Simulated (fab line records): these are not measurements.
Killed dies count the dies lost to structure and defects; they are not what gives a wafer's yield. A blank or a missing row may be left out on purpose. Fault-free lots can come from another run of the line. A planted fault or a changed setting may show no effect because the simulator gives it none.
8D (eight disciplines) problem report, filled in by code -- flow nand harc -- the parts of the form that need people (team, actions taken, sign-off) are left out

== 1. WHAT IS WRONG ==
At NHARC_A_ONON_D1_THK_MEAS_18, thk nm averages 1069 nm over 6 wafers from 2 lots, while fault-free wafers read 998 nm, standard deviation 9.8. Measured from the usual mean, that is +7.3 standard deviations.
The step: measures by ellipsometry.
Seen first at day 15 09:06 on film metro-01, wafer L335.1. The record has a number at this step for 42 wafers belonging to 14 lots. By rule, "out" or "out of limits" means more than 4 standard deviations away from the usual mean. All remaining wafers that have a number are taken as sound.

== 2. WHAT IT IS, AND WHAT IT ISN'T ==
question,is,is not
which readings at this step,thk nm,-
which lots,"L335, L336","L318, L319, L320, L321, L322, L323, L324, L325, L326, L338, L339, L340"
which wafers of those lots,all that have a number,-
read on which gauges,"film metro-01, film metro-02",-
when,from day 15 09:06,"up to then (27 sound wafers); but 9 sound wafers of L338, L339, L340 came after"

== 3. THE SUSPECTS, EACH WITH WHAT RULES IT OUT ==
Counting: a tool at a process step up to the reading stays a suspect if it ran every lot that is out and no sound lot after the first of them.
- the gauge at NHARC_A_ONON_D1_THK_MEAS_18: ruled out. The wafers that are out were read on 2 gauges (film metro-01, film metro-02).
- pecvd onon-02 at NHARC_A_ONON_D1_DEP_16 (target thk 1000 nm): kept. Every lot that is out went through it, starting with L335 (day 15 08:35), and after that it ran no sound lot; the last sound lot it ran before then is L324 (day 10 21:19).
Left after counting: pecvd onon-02 at NHARC_A_ONON_D1_DEP_16.

== 4. THE CAUSE (what the simulator had put in) ==
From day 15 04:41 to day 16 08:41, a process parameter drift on pecvd onon-02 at NHARC_A_ONON_D1_DEP_16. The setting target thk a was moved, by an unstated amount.
The count eliminated every tool but this one.

== 5. THE EFFECT CHAIN, in route order ==
Rows list readings where the struck wafers' mean (over those with a number) sits beyond 3 standard deviations from the usual. Scope: only readings with a usual standard deviation given in the record; hours: median across lots of the time from each lot's start at the first step in this table that gives one to its start at this step; sigmas: change in usual standard deviations.
hours,step,reading,usual,on struck wafers,change,sigmas
0,NHARC_A_ONON_D1_THK_MEAS_18,thk nm,998 nm,1069,+71,+7.3

== 6. HOW IT WOULD HAVE BEEN CAUGHT EARLIER ==
4 hours passed between the start of the fault at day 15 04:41 and the first reading out of limits at a measuring or inspecting step in this record, taken at day 15 09:06.
Tool readings at NHARC_A_ONON_D1_DEP_16 with a usual standard deviation given in the record: none out on any struck wafer, hence no alarm at a limit of 4 standard deviations on them.
L336, from the lots that are out (2), started NHARC_A_ONON_D1_DEP_16 on pecvd onon-02 later than day 15 09:06. A tool hold placed at that time would have kept it from harm.
